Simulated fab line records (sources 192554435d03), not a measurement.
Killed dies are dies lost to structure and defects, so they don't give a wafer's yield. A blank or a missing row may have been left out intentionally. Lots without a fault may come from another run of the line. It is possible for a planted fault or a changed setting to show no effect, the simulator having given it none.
Which tool was responsible? / flow n5 finfet / route of 1938 steps, sampled at 1 step: 6 lots, 17 wafers

== WHAT THE GAUGES SHOWED, per wafer ==
N5_BEOL_M13_CD_MEAS_10: the cd target is 190 nm.
lot=L847; measured=day 12 10:14; on=cd sem-01; cd nm (nm)=189.4 189.8 188.9
lot=L851; measured=day 12 18:48; on=cd sem-02; cd nm (nm)=191.1 191.3 189.8
lot=L853; measured=day 13 07:38; on=cd sem-01; cd nm (nm)=192.1 193.6 191.5
lot=L855; measured=day 14 12:41; on=cd sem-01; cd nm (nm)=188.8 188.5 189.2
lot=L861; measured=day 16 08:00; on=cd sem-01; cd nm (nm)=191.8 193.4
lot=L869; measured=day 18 01:44; on=cd sem-03; cd nm (nm)=192.2 190.9 191.6

== WHAT TOOL EACH LOT RAN ON (gives the tool, then ch and the chambers of the sampled wafers, and finally the start) ==
There is no process step in the record ahead of these readings.

== THE ANSWER, worked out from the rows above alone ==
Rule: the usual values come from the lots themselves. The widest of any qualifying gaps counts: lots, ordered by their means at a reading, are off when they make up no more than a third of the lots, leave a main group of 4 or more, and stand apart from it by 3 or more times the standard deviation of that group's means. The tables above print the reading to a certain number of digits; a main group whose means all agree to those digits is not used. Also off: a lot with no number at a reading for which 4 or more lots have one. The other lots that the step has rows for count as sound.
No lot is off at any reading shown: from this, nothing can be told.

== WHAT THE SIMULATOR HAD PUT IN ==
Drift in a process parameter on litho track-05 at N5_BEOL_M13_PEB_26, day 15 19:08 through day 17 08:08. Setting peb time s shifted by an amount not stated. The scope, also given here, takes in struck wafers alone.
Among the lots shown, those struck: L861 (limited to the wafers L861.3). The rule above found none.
